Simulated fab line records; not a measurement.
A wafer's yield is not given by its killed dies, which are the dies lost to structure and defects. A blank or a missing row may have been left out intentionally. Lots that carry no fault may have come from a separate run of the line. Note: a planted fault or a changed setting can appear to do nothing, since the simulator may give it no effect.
Split-lot experiment | flow n5_finfet | 21 wafers read across 7 lots, on a route 1938 steps long

## THE SPLIT
At N5_BEOL_M8_ILD_DEP_00 (deposits SiCOH lowk from DEMS/porogen, target thk 179.75 nm, time 33.4 s), the setting time_s was moved away from the recipe's 33.4 s on 5 of the 21 wafers read, by -6.0% to +14.3%. All remaining wafers had this setting at the recipe value.

## FROM THE SPLIT TO THE READING: what the file shows between them, 1 step
- N5_BEOL_M8_CURE_74: cures SiCOH lowk, time 240 s

## THE READING
At N5_BEOL_M8_THK_MEAS_01: M8_ILD_THK, given in nm. On this fab line, fault-free wafers typically give 154.8 nm with a standard deviation of 2.4 nm.

wafer  | tool, chamber at the split | time_s as run, s | against the recipe | M8_ILD_THK, nm | against lot-mates on the recipe
L077.1 | pecvd-03, 0                | 33.4             | recipe             | 149.6          | -
L077.3 | pecvd-03, 1                | 33.4             | recipe             | 153.4          | -
L077.5 | pecvd-03, 1                | 31.84            | -4.7%              | 144.9          | -6.6
L074.1 | pecvd-04, 1                | 31.38            | -6.0%              | 147.5          | -4.8
L074.4 | pecvd-04, 0                | 33.4             | recipe             | 152.3          | -
L074.6 | pecvd-04, 1                | 31.38            | -6.0%              | 148.8          | -3.5
L079.1 | pecvd-03, 1                | 38.19            | +14.3%             | 171.0          | +17.1
L079.3 | pecvd-03, 1                | 33.4             | recipe             | 154.3          | -
L079.4 | pecvd-03, 0                | 33.4             | recipe             | 153.6          | -
L081.1 | pecvd-04, 0                | 36.15            | +8.2%              | 164.8          | +10.1
L081.3 | pecvd-04, 1                | 33.4             | recipe             | 156.1          | -
L081.6 | pecvd-04, 0                | 33.4             | recipe             | 153.3          | -
L087.1 | pecvd-03, 1                | 33.4             | recipe             | 151.1          | -
L087.2 | pecvd-03, 0                | 33.4             | recipe             | 151.6          | -
L087.3 | pecvd-03, 2                | 33.4             | recipe             | 154.3          | -
L088.2 | pecvd-04, 2                | 33.4             | recipe             | 153.4          | -
L088.3 | pecvd-04, 1                | 33.4             | recipe             | 156.8          | -
L088.6 | pecvd-04, 0                | 33.4             | recipe             | 155.0          | -
L092.1 | pecvd-03, 2                | 33.4             | recipe             | 153.4          | -
L092.5 | pecvd-03, 2                | 33.4             | recipe             | 155.1          | -
L092.6 | pecvd-03, 0                | 33.4             | recipe             | 153.0          | -

THE FIT
A straight line over all 21 wafers: M8_ILD_THK changes by +1.22 nm for each +1% of time_s; r = +0.94; the points scatter about the line by 1.9 nm.
The same after taking each lot's own level away (the mean of its wafers on the recipe; 21 wafers): +1.1 nm for each +1%; r = +0.96; scatter 1.5 nm.
The reading moves by 16 nm for the largest change in time_s, on that fit.
From 151.50 to 155.07 nm: that is the span of the lots' own levels, equal to 1.5 times the standard deviation above.
In other words, the slope is changed by the lot-to-lot level; the two fits disagree.
Check: with one of the wafers moved furthest among these (+14.3%) left out of the fit, the line predicts +14.8 nm for it against its lot-mates. It came out at +17.1 nm against them.

## THE WHOLE CHAIN: every reading that the file lists as answering this split, in the file's order
step                   | what it does                                                             | reading                                                                                  | change (the file's fit)              | r (the file's)
N5_BEOL_M8_ILD_DEP_00  | deposits SiCOH lowk from DEMS/porogen, target thk 179.75 nm, time 33.4 s | SiCOH_lowk_of_BEOL_M8_ILD_DEP_00.thk_nm (the simulator's own value, which no gauge read) | +1.32 nm for each +1% of the setting | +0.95
N5_BEOL_M8_CURE_74     | cures SiCOH lowk, time 240 s                                             | SiCOH_lowk_of_BEOL_M8_ILD_DEP_00.thk_nm (the simulator's own value, which no gauge read) | +1.15 nm for each +1% of the setting | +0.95
N5_BEOL_M8_THK_MEAS_01 |                                                                          | M8_ILD_THK                                                                               | +1.16 for each +1% of the setting    | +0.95

## FILE'S OWN FIT
M8_ILD_THK changes by +1.16 nm for each +1% of time_s, r = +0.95.
